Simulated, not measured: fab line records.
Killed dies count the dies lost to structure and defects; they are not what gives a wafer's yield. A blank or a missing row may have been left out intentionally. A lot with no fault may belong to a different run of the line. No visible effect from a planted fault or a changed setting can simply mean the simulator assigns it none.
fab line records	flow nand-harc
[record] lots = 6	wafers = 18	last-day = 24
route steps=1159 shown P_BONDPAD@368
lots that met no fault: from a run of the same line without faults
start-h: hours from the record's first day to the start of the lot's first wafer shown	wait-h: how many hours have passed since the lot's step before this one	" identical to the entry in the row above	L1.1+2: a row that stands for several wafers	- no value, or no start given	* or withheld: withheld	< > ~ a bound
route shown NAME@n: NAME is a module with steps in the file, n the number in the route of the first one	usual: mean and standard deviation over wafers with no fault	same: alike in all rows	chamber/n: place in a boat	sites: readings site by site	_std_site: how widely they spread, as a standard deviation	_edge_site: outer sites' mean less inner sites'	radius-mm: for every site, how far away it sits from the centre of the wafer	mask NAME#n: copy n	behind: tool/chamber where the wafer was last shaped	hold: what put the lot on hold/how long, in hours/how the hold closed	device: names the non-switching transistor (n, p or np)	end of line: tests run on the same wafers once the route is complete	a step given without rows: its recipe and nothing more	killed: the dies lost at the first sort to structure and to defects; this is not the yield of the wafer	map: dies across one wafer; x = killed, . = not, _ = none there
set.NAME: the setting as run; set.NAME@STEP: as run at that earlier step	model.NAME: the simulator's own value behind a step, which no gauge read
certain route steps with their lots: each step a table, each wafer a row
services: when a tool's chamber went out of use (start-h, in hours from the record's first day, below 0 if earlier), for how many hours, and the reason
[[steps]]
[step NHARC_P_BONDPAD_ETCH_37]
[recipe] target-depth-a = 600	overetch-a = 180	time-s = 65.91	ion-energy-ev = 200	n2-flow-sccm = 150	h2-flow-sccm = 150	ar-flow-sccm = 0	rf-w = 400	bias-w = 150	chemistry = N2/H2
[step NHARC_P_BONDPAD_ETCH_12]
[recipe] target-depth-a = 2000	time-s = 100	chf3-flow-sccm = 50	o2-flow-sccm = 10	ar-flow-sccm = 200	rf-w = 500	bias-w = 200	chemistry = CHF3/O2
[step NHARC_P_BONDPAD_CD_MEAS_13]
[usual] cd-nm = 498.2/3
lot.wafer	tool	chamber	start-h	wait-h	cd-nm
L918.1	cd-sem-03	-	156.66	-	497.0
L918.3	"	-	"	"	497.6
L918.5	"	-	"	"	500.2
L920.2	cd-sem-03	-	171.38	-	500.1
L920.3	"	-	"	"	494.3
L920.6	"	-	"	"	494.6
L930.1	cd-sem-03	-	228.70	-	498.2
L930.3	"	-	"	"	498.0
L930.5	"	-	"	"	499.1
L932.1	cd-sem-02	-	240.90	-	501.0
L932.3	"	-	"	"	495.0
L932.4	"	-	"	"	500.4
L935.1	cd-sem-03	-	255.20	-	502.3
L935.2	"	-	"	"	498.0
L935.3	"	-	"	"	499.0
L934.3	cd-sem-01	-	256.10	-	497.7
L934.4	"	-	"	"	491.3
L934.6	"	-	"	"	495.1
[step NHARC_P_BONDPAD_STRIP_15]
[recipe] o2-flow-sccm = 500	ar-flow-sccm = 0	bias-w = 0	chemistry = O2
[step NHARC_P_BONDPAD_ETCH_24]
[recipe] target-depth-a = 300	over-etch-frac = 0.3	time-s = 72.99	ion-energy-ev = 150	cf4-flow-sccm = 50	n2-flow-sccm = 100	ar-flow-sccm = 150	rf-w = 300	bias-w = 100	chemistry = CF4/N2
[usual] drypump-motor-current-A = 5.6/0.56	mfc-ar-sccm = 149.9/0.42	oes-product-au = 1.000/0.01	rf-vpp-V = 314.4/2.2	showerhead-plenum-p-Torr = 2.64/0.12	throttle-valve-pct = 19.793/0.0093
lot.wafer	tool	chamber	start-h	wait-h	drypump-motor-current-A	mfc-ar-sccm	oes-product-au	rf-hours-counter-h	rf-vpp-V	showerhead-plenum-p-Torr	throttle-valve-pct
L918.3	rie-diel-03	3	-	-	5.6	150.3	0.986	37	312.6	2.48	19.780
L918.1	"	0	"	"	5.7	149.5	1.005	38	317.1	2.82	19.795
L918.5	"	1	"	"	5.2	150.0	1.023	-	314.1	2.58	19.796
L920.3	rie-diel-12	0	-	-	5.9	150.4	0.997	13	316.1	2.78	19.777
L920.2	"	2	"	"	6.0	150.2	1.005	13	315.0	2.68	19.788
L920.6	"	0	"	"	5.9	150.0	0.992	-	316.6	2.78	19.791
L930.1	rie-diel-02	2	-	-	6.8	149.9	0.996	28	316.8	2.68	19.809
L930.3	"	3	"	"	5.5	149.1	1.019	28	313.3	2.55	19.783
L930.5	"	2	"	"	6.7	149.4	1.005	-	315.1	2.68	19.793
L932.4	rie-diel-12	3	-	-	4.8	150.4	1.008	3	311.8	2.45	19.792
L932.3	"	1	"	"	5.5	149.2	0.989	3	313.8	2.58	19.794
L932.1	"	2	"	"	6.0	150.1	1.011	3	315.2	2.67	19.792
L935.2	rie-diel-12	0	-	-	5.9	149.7	1.020	4	315.6	2.78	19.784
L935.3	"	2	"	"	6.0	149.9	0.994	4	315.6	2.67	19.792
L935.1	"	3	"	"	4.8	150.3	1.002	4	311.4	2.45	19.805
L934.4	rie-diel-03	2	-	-	5.5	149.6	1.007	12	316.2	2.81	19.806
L934.3	"	3	"	"	5.6	149.7	1.002	12	310.9	2.47	19.798
L934.6	"	1	"	"	5.2	150.3	0.996	-	311.9	2.56	19.803
[step NHARC_P_BONDPAD_STRIP_16]
[recipe] time-s = 600	temp-c = 30	chemistry = post-etch-residue-remover
[step NHARC_P_BONDPAD_DEGAS_25]
[recipe] temp-c = 300	time-s = 60
[usual] heater-power-w = 468/57
lot.wafer	tool	chamber	start-h	wait-h	heater-power-w
L918.1	pvd-sputter-02	-	157.73	-	468
L918.3	"	-	"	"	412
L918.5	"	-	"	"	468
L920.2	pvd-sputter-01	-	172.05	-	508
L920.3	"	-	"	"	356
L920.6	"	-	"	"	491
L930.1	pvd-sputter-01	-	229.33	-	353
L930.3	"	-	"	"	495
L930.5	"	-	"	"	457
L932.4	pvd-sputter-01	-	241.55	-	493
L932.1	"	-	"	"	348
L932.3	"	-	"	"	465
L935.3	pvd-sputter-01	-	255.83	-	354
L935.1	"	-	"	"	494
L935.2	"	-	"	"	491
L934.4	pvd-sputter-02	-	256.73	-	489
L934.3	"	-	"	"	399
L934.6	"	-	"	"	556
[step NHARC_P_BONDPAD_PRE_CLEAN_26]
[recipe] time-s = 30	temp-c = 280	gas = H2/He
[usual] heater-power-w = 409/48
lot.wafer	tool	chamber	start-h	wait-h	heater-power-w
L918.3	pvd-sputter-02	-	-	-	417
L918.1	"	-	"	"	348
L918.5	"	-	"	"	404
L920.2	pvd-sputter-01	-	-	-	437
L920.3	"	-	"	"	318
L920.6	"	-	"	"	429
L930.3	pvd-sputter-01	-	-	-	432
L930.1	"	-	"	"	430
L930.5	"	-	"	"	428
L932.3	pvd-sputter-01	-	-	-	416
L932.4	"	-	"	"	446
L932.1	"	-	"	"	316
L935.1	pvd-sputter-01	-	-	-	429
L935.2	"	-	"	"	314
L935.3	"	-	"	"	409
L934.4	pvd-sputter-02	-	-	-	359
L934.3	"	-	"	"	432
L934.6	"	-	"	"	416
[step NHARC_P_BONDPAD_PVD_17]
[recipe] target-thk-a = 50	bias-v = 168.6	power-w = 15000	chamber-pressure-pa = 0.12	time-s = 8.06	substrate-temp-c = 50	material = TaN
[usual] chamber-pressure-pa = 0.12001/0.00024	throttle-valve-pct = 29.9/0.91
lot.wafer	tool	chamber	start-h	wait-h	chamber-pressure-pa	throttle-valve-pct
L918.3	pvd-sputter-02	-	-	-	0.11949	30.3
L918.1	"	-	"	"	0.12011	31.1
L918.5	"	-	"	"	0.12017	30.2
L920.2	pvd-sputter-01	-	-	-	0.11952	29.2
L920.3	"	-	"	"	0.1199	29.1
L920.6	"	-	"	"	0.1202	28.9
L930.3	pvd-sputter-01	-	-	-	0.12016	29.0
L930.1	"	-	"	"	0.12055	30.7
L930.5	"	-	"	"	0.11997	28.9
L932.3	pvd-sputter-01	-	-	-	0.12014	29.1
L932.1	"	-	"	"	0.11973	29.3
L932.4	"	-	"	"	0.11935	29.0
L935.3	pvd-sputter-01	-	-	-	0.12008	30.4
L935.2	"	-	"	"	0.11986	29.1
L935.1	"	-	"	"	0.12017	28.8
L934.3	pvd-sputter-02	-	-	-	0.11992	31.6
L934.4	"	-	"	"	0.11992	29.8
L934.6	"	-	"	"	0.11985	31.5
[step NHARC_P_BONDPAD_PVD_27]
[recipe] target-thk-a = 300	chamber-pressure-pa = 5	power-w = 5000	substrate-temp-c = 30	time-s = 20.49	material = Cu
[usual] chamber-pressure-pa = 4.999/0.01	throttle-valve-pct = 30.0/0.89
lot.wafer	tool	chamber	start-h	wait-h	chamber-pressure-pa	throttle-valve-pct
L918.1	pvd-sputter-02	-	-	-	5.002	30.0
L918.3	"	-	"	"	5.013	28.6
L918.5	"	-	"	"	4.989	30.3
L920.3	pvd-sputter-01	-	-	-	4.992	29.6
L920.2	"	-	"	"	5.010	29.2
L920.6	"	-	"	"	4.990	30.9
L930.1	pvd-sputter-01	-	-	-	4.993	30.9
L930.3	"	-	"	"	4.996	29.3
L930.5	"	-	"	"	4.997	30.7
L932.3	pvd-sputter-01	-	-	-	5.001	29.4
L932.4	"	-	"	"	4.992	29.2
L932.1	"	-	"	"	4.991	28.9
L935.2	pvd-sputter-01	-	-	-	5.003	29.0
L935.3	"	-	"	"	4.982	30.7
L935.1	"	-	"	"	5.009	29.0
L934.4	pvd-sputter-02	-	-	-	4.973	29.4
L934.3	"	-	"	"	4.990	29.0
L934.6	"	-	"	"	4.990	29.9
[step NHARC_P_BONDPAD_ECD_18]
[recipe] target-thk-a = 4000	bath-temp-c = 25	material = Cu
[step NHARC_P_BONDPAD_ANNEAL_28]
[recipe] temp-c = 225	time-s = 90
[step NHARC_P_BONDPAD_CMP_19]
[recipe] t-overpolish-s = 30	cu-recess-touch-s = 16	target-thk-nm = 160.81
[usual] cu-recess-touch-s = 16/0	edge-zone-pressure-frac = 1.001/0.0048	motor-current-A = 11.9/1.3	overpolish-run-s = 30.001/0.009
lot.wafer	tool	chamber	start-h	wait-h	cu-recess-touch-s	edge-zone-pressure-frac	motor-current-A	overpolish-run-s
L918.1	cmp-02	0	158.82	-	16	1.003	10.8	30.007
L918.3	"	3	"	"	16	1.003	9.7	30.007
L918.5	"	1	"	"	16	0.998	13.0	30.005
L920.2	cmp-04	3	173.12	-	16	0.997	11.5	30.001
L920.3	"	1	"	"	16	1.002	10.5	30.017
L920.6	"	3	"	"	16	0.999	11.4	30.014
L930.3	cmp-03	2	230.41	-	-	-	-	-
L930.1	"	3	"	"	-	-	-	-
L930.5	"	2	"	"	-	-	-	-
L932.1	cmp-02	3	242.63	-	-	-	-	-
L932.3	"	0	"	"	-	-	-	-
L932.4	"	2	"	"	-	-	-	-
L935.1	cmp-02	1	256.92	-	16	1.000	14.2	30.005
L935.2	"	2	"	"	16	0.997	11.6	30.011
L935.3	"	3	"	"	16	1.004	10.2	29.986
L934.4	cmp-02	0	257.89	-	16	0.996	11.9	30.015
L934.3	"	1	"	"	16	1.010	13.4	29.997
L934.6	"	3	"	"	16	1.000	9.5	30.008
[step NHARC_P_BONDPAD_THK_MEAS_20]
[recipe] thk-meas-gauge = xrf
[usual] thk-nm = 161.2/1.6
lot.wafer	tool	chamber	start-h	wait-h	thk-nm
L918.1	film-metro-01	-	159.15	-	160.1
L918.3	"	-	"	"	162.7
L918.5	"	-	"	"	162.4
L920.2	film-metro-01	-	173.44	-	158.9
L920.3	"	-	"	"	161.3
L920.6	"	-	"	"	159.2
L930.1	film-metro-02	-	230.74	0.3	398.4
L930.3	"	-	"	"	401.1
L930.5	"	-	"	"	397.3
L932.1	film-metro-01	-	242.95	0.3	399.8
L932.3	"	-	"	"	401.5
L932.4	"	-	"	"	402.0
L935.1	film-metro-01	-	257.24	-	160.9
L935.2	"	-	"	"	161.3
L935.3	"	-	"	"	161.6
L934.3	film-metro-02	-	258.15	-	162.2
L934.4	"	-	"	"	158.9
L934.6	"	-	"	"	158.0
[step NHARC_P_BONDPAD_SRD_21]
[recipe] time-s = 30	temp-c = 23	dry-time-s = 20	spin-rpm = 1500
[step NHARC_P_BONDPAD_INSPECT_23]
[usual] raw-defect-count = 336/130
lot.wafer	tool	chamber	start-h	wait-h	raw-defect-count
L918.1	defect-inspect-01	-	159.35	0.0	350
L918.3	"	-	"	"	459
L918.5	"	-	"	"	312
L920.2	defect-inspect-01	-	173.67	0.0	374
L920.3	"	-	"	"	306
L920.6	"	-	"	"	298
L930.1	defect-inspect-01	-	230.96	0.0	6365
L930.3	"	-	"	"	5963
L930.5	"	-	"	"	6219
L932.1	defect-inspect-01	-	243.16	0.0	6261
L932.3	"	-	"	"	6144
L932.4	"	-	"	"	6111
L935.1	defect-inspect-02	-	257.45	0.0	268
L935.2	"	-	"	"	225
L935.3	"	-	"	"	395
L934.3	defect-inspect-01	-	258.38	0.0	245
L934.4	"	-	"	"	200
L934.6	"	-	"	"	266
[step NHARC_P_BONDPAD_ACTIVATE_29]
[recipe] time-s = 60	n2-flow-sccm = 200	ar-flow-sccm = 0	bias-power-w = 0	chemistry = N2
[[services]]
tool	chamber	start-h	hours	kind
cmp-04	-	147.09	1.5	repair
pvd-sputter-01	-	147.75	1.7	repair
rie-diel-02	-	150.80	9.0	pm
cmp-03	-	153.81	0.9	repair
cmp-03	-	156.09	4.0	pm
rie-diel-12	0	157.16	-	clean
rie-diel-12	1	157.16	-	clean
rie-diel-12	2	157.16	-	clean
rie-diel-12	3	157.16	-	clean
pvd-sputter-01	-	158.00	10.0	pm
rie-diel-12	0	181.66	-	clean
rie-diel-12	1	181.66	-	clean
rie-diel-12	2	181.66	-	clean
rie-diel-12	3	181.66	-	clean
cmp-04	-	196.44	32.6	repair
rie-diel-12	-	202.47	9.0	pm
rie-diel-12	0	202.47	9.0	vent-cycle
pvd-sputter-02	-	214.00	10.0	pm
rie-diel-03	-	215.54	9.0	pm
cmp-02	-	227.28	4.0	pm
cmp-02	-	231.28	-	consumable-replace:conditioner
cmp-02	-	231.28	-	consumable-replace:pad
rie-diel-02	3	238.15	6.9	repair
cmp-03	-	254.09	4.0	pm
[[key]]
[first-sign] step = NHARC_P_BONDPAD_CMP_19	reading = tool-record	direction = missing
[effect] step = NHARC_P_BONDPAD_THK_MEAS_20	reading = thk-nm	direction = up	sigmas = 99+	usual = 161.2	struck = 400.0
[effect] step = NHARC_P_BONDPAD_INSPECT_23	reading = raw-defect-count	direction = up	sigmas = 46	usual = 336	struck = 6177
met-at NHARC_P_BONDPAD_CMP_19
struck-wafers L930.1,L930.3,L930.5,L932.1,L932.3,L932.4
later-rows-left-out L930.1,L930.3,L930.5,L932.1,L932.3,L932.4
sort-left-out L930.1,L930.3,L930.5,L932.1,L932.3,L932.4
onset-between 158.82 230.41
[fault] kind = skipped-step-whole	tool = cmp-02,cmp-03	chamber = -	onset-h = 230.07	steps = NHARC_P_BONDPAD_CMP_19	scope = struck-lots-only
// sort-left-out: the simulated sort isn't trusted on such a fault, so these wafers' sort isn't shown, and their yield isn't known
// later-rows-left-out: the simulator's readings of these wafers behind a module that went badly wrong aren't trusted and aren't shown, but for the sort
